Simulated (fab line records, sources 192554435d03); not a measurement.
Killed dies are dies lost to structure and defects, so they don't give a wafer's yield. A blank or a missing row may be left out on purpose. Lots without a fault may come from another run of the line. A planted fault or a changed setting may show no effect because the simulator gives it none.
fab line records | flow n5_finfet | part 2 of 2: steps 5 to 6 of 6
record lots=23 wafers=69 last_day=19
route steps=1938 shown GATE_CUT@500 MOL_CONTACT_COAG@526
lots that met no fault: from a run of the same line without faults
start_h: hours from the record's first day to the start of the lot's first wafer shown | wait_h: hours since the lot's step before | " the same as in the row above | L1.1+2: a row that stands for several wafers | - no value, or no start given | * or withheld: withheld | < > ~ a bound
route shown NAME@n: a module of which the file shows steps, and the number in the route of the first | usual: mean/standard deviation of fault-free wafers | same: alike in all rows | chamber/n: place in a boat | sites: the reading at each site | _std_site: their standard deviation | _edge_site: outer sites' mean less inner sites' | radius_mm: how far each site lies from the wafer's centre | mask NAME#n: copy n | behind: the tool/chamber that last shaped the wafer | hold: why the lot was held/for how many hours/how that ended | device: the transistor (n, p or np) that didn't switch | end of line: the same wafers' tests at the end of the route | a step without rows: its recipe alone | killed: dies lost to structure and defects at the first sort, not the wafer's yield | map: a wafer's dies, x killed, . not, _ none there
set.NAME: the setting as run; set.NAME@STEP: as run at that earlier step | model.NAME: the simulator's own value behind a step, which no gauge read
steps of the route over a sample of lots; a table a step, a row a wafer
services: from which hour (start_h, from the record's first day; less than 0 if before it) a tool's chamber was out of use, for how many hours, and why
## steps
# step N5_MOL_CONTACT_COAG_ALD_27
# recipe material=SiOC target_thk_a=170 temp_c=400 ald_precursor_family=carbosiloxane ald_co_reactant=H2-plasma pulse_time_s=1.5 time_s=2720 purge_time_s=2 co_reactant_purge_time_s=2 ald_cycles=340 pressure_torr=2
# usual heater_power_w=855/77 precursor_pulse_height_rel=1.000/0.022 susceptor_temp_C=400.01/0.24
# columns lot.wafer tool chamber start_h wait_h heater_power_w precursor_pulse_height_rel since_wet_clean_h susceptor_temp_C
L074.2 ald_sin-01 0 96.53 0.0 910 0.991 195 400.05
L074.3 " 2 " " 888 1.003 195 400.01
L074.4 " 1 " " 950 1.012 195 399.80
L076.2 ald_sin-03 2 103.79 0.3 869 1.002 94 400.12
L076.3 " 3 " " 784 1.004 94 399.95
L076.5 " 2 " " 912 1.021 - 399.98
L075.4 ald_sin-01 2 107.27 0.7 887 1.046 205 400.07
L075.5 " 2 " " 892 1.008 - 400.09
L075.6 " 1 " " 966 0.978 - 400.13
L077.4 ald_sin-03 3 117.64 0.0 789 1.017 108 400.33
L077.5 " 2 " " 900 0.979 - 399.91
L077.6 " 1 " " 795 1.024 - 400.16
L078.1 ald_sin-02 1 133.65 0.1 919 0.987 35 400.61
L078.3 " 3 " " 660 0.994 35 400.14
L078.4 " 0 " " 879 0.980 35 400.28
L080.2 ald_sin-01 2 138.36 0.0 876 0.967 236 400.00
L080.3 " 3 " " 911 0.975 236 399.81
L080.6 " 1 " " 935 0.994 - 400.04
L081.3 ald_sin-02 2 140.75 0.0 872 1.027 42 399.93
L081.5 " 1 " " 902 0.976 - 400.15
L081.6 " 2 " " 884 0.994 - 399.98
L082.2 ald_sin-03 3 141.00 0.0 771 0.994 131 400.11
L082.4 " 3 " " 749 1.013 - 399.67
L082.5 " 1 " " 810 0.994 - 400.12
L083.2 ald_sin-03 3 147.08 0.0 784 0.992 137 399.91
L083.3 " 0 " " 800 0.986 137 400.20
L083.6 " 1 " " 809 0.990 - 400.13
L084.2 ald_sin-01 2 156.68 0.0 904 0.964 255 400.29
L084.3 " 1 " " 940 0.981 255 399.94
L084.4 " 0 " " 922 1.016 255 400.10
L085.1 ald_sin-03 3 158.32 0.0 780 1.023 148 399.98
L085.2 " 1 " " 823 1.029 148 400.10
L085.3 " 2 " " 903 1.001 148 400.22
L086.4 ald_sin-03 0 177.01 0.0 774 1.024 167 400.00
L086.5 " 3 " " 791 1.032 - 400.21
L086.6 " 2 " " 886 1.037 - 400.18
L087.2 ald_sin-02 2 177.54 0.0 867 0.969 79 399.95
L087.4 " 0 " " 866 0.987 79 399.83
L087.5 " 3 " " 654 1.010 - 399.95
L088.2 ald_sin-01 2 181.49 0.0 905 1.003 279 400.32
L088.3 " 1 " " 959 1.006 279 400.18
L088.5 " 1 " " 917 1.014 - 400.27
L089.3 ald_sin-03 3 185.27 0.1 786 1.001 175 400.15
L089.4 " 1 " " 807 0.994 175 399.86
L089.5 " 0 " " 767 1.032 - 400.21
L090.2 ald_sin-03 2 192.35 0.0 916 0.996 183 399.67
L090.3 " 0 " " 799 0.953 183 400.04
L090.4 " 3 " " 782 0.986 183 399.97
L091.1 ald_sin-02 2 196.13 0.0 866 1.002 97 400.09
L091.3 " 0 " " 881 0.987 97 399.59
L091.6 " 3 " " 666 1.004 - 399.83
L092.2 ald_sin-01 1 200.81 0.1 925 1.030 299 399.83
L092.5 " 2 " " 919 0.988 - 399.83
L092.6 " 0 " " 921 1.024 - 400.17
L093.1 ald_sin-01 1 212.42 0.0 955 0.997 310 399.97
L093.3 " 0 " " 937 0.980 310 400.04
L093.6 " 1 " " 932 1.022 - 400.09
L094.1 ald_sin-03 2 216.97 0.0 903 0.967 207 399.74
L094.2 " 0 " " 791 0.972 207 399.77
L094.3 " 1 " " 825 0.978 207 399.96
L095.2 ald_sin-02 0 222.78 0.0 877 0.996 124 399.77
L095.3 " 3 " " 660 1.009 124 399.57
L095.6 " 0 " " 884 1.028 - 399.55
L096.4 ald_sin-02 3 233.55 0.0 670 1.051 135 400.03
L096.5 " 0 " " 905 1.034 - 400.36
L096.6 " 1 " " 891 1.045 - 400.09
L097.1 ald_sin-02 0 235.59 0.0 867 1.035 137 399.89
L097.3 " 1 " " 894 0.983 137 400.53
L097.6 " 0 " " 899 0.982 - 399.92
# step N5_MOL_CONTACT_COAG_ETCH_90
# recipe chemistry=CF4 target=SiARC target_depth_a=130 mask_material=CAR-EUV time_s=21.7 ion_energy_ev=80 pressure_mtorr=40 source_w=545 bias_w=36 Ar_flow_sccm=100 cf4_flow_sccm=100 ends=cleared
# usual drypump_motor_current_A=5.5/0.31 etch_rf_on_time_s=21.50/0.29 oes_product_au=0.70/0.07 rf_vpp_V=184.4/1.1 showerhead_plenum_p_Torr=2.17/0.055 throttle_valve_pct=15.57/0.18
# columns lot.wafer tool chamber start_h wait_h drypump_motor_current_A etch_rf_on_time_s oes_product_au rf_hours_counter_h rf_vpp_V showerhead_plenum_p_Torr throttle_valve_pct
L074.2 rie_diel-02 0 100.13 0.0 5.6 21.34 0.61 197 186.1 2.21 16.00
L074.3 " 3 " " 5.0 21.88 0.65 145 183.8 2.23 15.54
L074.4 " 2 " " 5.5 21.81 0.65 150 183.8 2.14 15.49
L076.2 rie_diel-01 1 107.34 0.0 5.9 21.64 0.59 197 184.0 2.21 15.66
L076.3 " 3 " " 5.7 21.33 0.81 14 184.2 2.10 15.36
L076.5 " 1 " " 5.9 21.67 0.60 - 185.3 2.21 15.67
L075.4 rie_diel-01 3 111.21 0.0 5.6 21.48 0.80 15 183.4 2.10 15.37
L075.5 " 2 " " 6.1 21.47 0.79 - 186.7 2.27 15.27
L075.6 " 1 " " 5.9 21.61 0.60 - 185.8 2.21 15.64
L077.4 rie_diel-02 2 120.66 0.0 5.5 21.66 0.64 - 184.2 2.13 15.50
L077.5 " 3 " " 5.1 21.65 0.65 - 184.5 2.22 15.56
L077.6 " 1 " " 4.7 21.58 0.72 - 184.4 2.16 15.76
L078.1 rie_diel-04 2 136.71 0.0 5.4 21.05 0.76 52 183.9 2.18 15.53
L078.3 " 0 " " 5.8 21.48 0.62 206 184.3 2.12 15.79
L078.4 " 1 " " 5.4 21.09 0.79 18 184.4 2.11 15.48
L080.2 rie_diel-02 3 141.28 0.0 5.1 22.05 0.64 162 184.5 2.22 15.57
L080.3 " 0 " " 5.6 21.29 0.61 210 184.2 2.20 16.03
L080.6 " 0 " " 5.7 21.25 0.61 - 184.7 2.20 16.01
L081.3 rie_diel-04 3 143.80 0.0 5.6 21.21 0.76 43 185.1 2.17 15.53
L081.5 " 0 " " 5.7 21.66 0.62 - 183.1 2.12 15.80
L081.6 " 1 " " 5.4 21.12 0.80 - 182.9 2.10 15.47
L082.2 rie_diel-02 0 144.18 0.0 5.7 21.40 0.60 211 185.2 2.20 16.02
L082.4 " 3 " " 5.1 22.08 0.63 - 183.6 2.22 15.56
L082.5 " 2 " " 5.5 22.18 0.62 - 183.9 2.13 15.53
L083.2 rie_diel-01 2 151.76 0.0 6.1 21.37 0.76 40 184.5 2.26 15.32
L083.3 " 0 " " 5.3 21.13 0.76 53 185.7 2.26 15.34
L083.6 " 0 " " 5.2 21.34 0.76 - 186.7 2.26 15.35
L084.2 rie_diel-01 1 159.60 0.0 5.9 21.50 0.59 212 183.6 2.20 15.68
L084.3 " 3 " " 5.7 21.34 0.77 34 183.0 2.09 15.37
L084.4 " 0 " " 5.2 21.20 0.75 56 187.0 2.26 15.34
L085.1 rie_diel-04 1 162.29 0.0 5.4 21.31 0.77 28 182.9 2.10 15.47
L085.2 " 2 " " 5.4 21.22 0.75 62 183.8 2.17 15.57
L085.3 " 0 " " 5.7 21.68 0.61 216 183.7 2.12 15.81
L086.4 rie_diel-04 3 180.51 0.0 5.6 21.37 0.73 51 186.0 2.17 15.55
L086.5 " 3 " " 5.6 21.34 0.73 - 185.2 2.17 15.56
L086.6 " 2 " " 5.4 20.98 0.73 - 185.8 2.17 15.59
L087.2 rie_diel-04 3 181.28 0.0 5.6 21.29 0.73 51 183.6 2.17 15.54
L087.4 " 1 " " 5.4 21.32 0.76 34 182.4 2.10 15.50
L087.5 " 1 " " 5.4 21.26 0.76 - 184.8 2.10 15.51
L088.2 rie_diel-04 3 185.81 0.0 5.6 21.47 0.73 53 183.9 2.17 15.56
L088.3 " 0 " " 5.7 22.02 0.60 224 182.6 2.12 15.81
L088.5 " 0 " " 5.8 21.83 0.60 - 184.4 2.12 15.83
L089.3 rie_diel-04 1 188.68 0.0 5.4 21.23 0.76 36 183.2 2.10 15.49
L089.4 " 3 " " 5.6 21.42 0.74 53 184.9 2.17 15.56
L089.5 " 0 " " 5.7 21.80 0.60 - 183.8 2.12 15.82
L090.2 rie_diel-01 3 195.54 0.0 5.7 21.34 0.74 48 185.5 2.09 15.40
L090.3 " 2 " " 6.1 21.36 0.74 57 185.1 2.25 15.33
L090.4 " 0 " " 5.3 21.45 0.73 65 185.1 2.26 15.35
L091.1 rie_diel-01 1 199.19 0.0 5.9 21.86 0.57 227 184.8 2.20 15.70
L091.3 " 0 " " 5.3 21.72 0.73 66 185.6 2.26 15.38
L091.6 " 0 " " 5.3 21.76 0.74 - 185.5 2.26 15.39
L092.2 rie_diel-01 2 204.60 0.0 6.1 21.69 0.74 60 185.0 2.25 15.37
L092.5 " 1 " " 5.9 21.81 0.58 - 184.5 2.20 15.71
L092.6 " 3 " " 5.7 21.64 0.74 - 182.8 2.09 15.42
L093.1 rie_diel-02 2 215.46 0.0 5.5 21.85 0.61 194 182.7 2.12 15.57
L093.3 " 0 " " 5.7 21.30 0.59 234 183.4 2.19 16.07
L093.6 " 2 " " 5.5 21.72 0.62 - 183.9 2.12 15.59
L094.1 rie_diel-04 2 220.11 0.0 5.4 20.94 0.72 81 184.0 2.17 15.58
L094.2 " 3 " " 5.6 21.14 0.73 65 185.0 2.17 15.58
L094.3 " 2 " " 5.4 21.15 0.72 - 183.6 2.17 15.63
L095.2 rie_diel-01 0 225.86 0.0 5.2 21.67 0.72 74 184.7 2.25 15.38
L095.3 " 3 " " 5.7 21.70 0.72 57 184.3 2.09 15.43
L095.6 " 2 " " 6.1 21.50 0.73 - 184.7 2.25 15.37
L096.4 rie_diel-02 2 236.59 0.0 5.5 21.69 0.61 199 185.1 2.12 15.59
L096.5 " 3 " " 5.1 22.02 0.62 - 184.6 2.21 15.64
L096.6 " 2 " " 5.5 21.68 0.61 - 184.6 2.12 15.57
L097.1 rie_diel-04 2 238.98 0.0 5.4 21.09 0.72 86 184.2 2.16 15.61
L097.3 " 0 " " 5.7 21.89 0.60 239 183.4 2.11 15.85
L097.6 " 2 " " 5.4 21.15 0.72 - 183.9 2.16 15.61
## services
# columns tool chamber start_h hours kind
ald_sin-02 - 85.25 14.0 pm
rie_diel-04 - 89.16 0.4 repair
ald_sin-03 - 100.64 0.4 repair
plasma_asher-01 - 108.19 1.7 repair
rie_diel-02 0 113.52 7.3 repair
rie_metal-02 0 129.10 1.5 repair
rie_metal-01 - 136.82 1.2 repair
rie_diel-01 1 136.85 10.3 repair
rie_diel-02 1 137.28 9.5 repair
rie_metal-02 1 138.88 2.5 repair
rie_metal-02 0 142.22 4.0 repair
rie_diel-04 3 144.66 14.2 repair
rie_diel-02 - 159.50 1.4 repair
rie_metal-02 - 175.48 15.6 pm
rie_diel-01 0 183.85 7.7 repair
rie_metal-02 - 191.08 4.3 pm
rie_diel-02 3 195.74 3.8 repair
rie_metal-02 - 200.62 0.2 repair
rie_diel-04 1 207.48 14.3 repair
rie_diel-04 - 209.64 0.6 repair
rie_diel-04 0 217.81 6.3 repair
rie_metal-02 - 224.15 0.5 repair
rie_diel-02 2 227.15 4.2 repair
rie_diel-01 - 238.63 15.6 pm
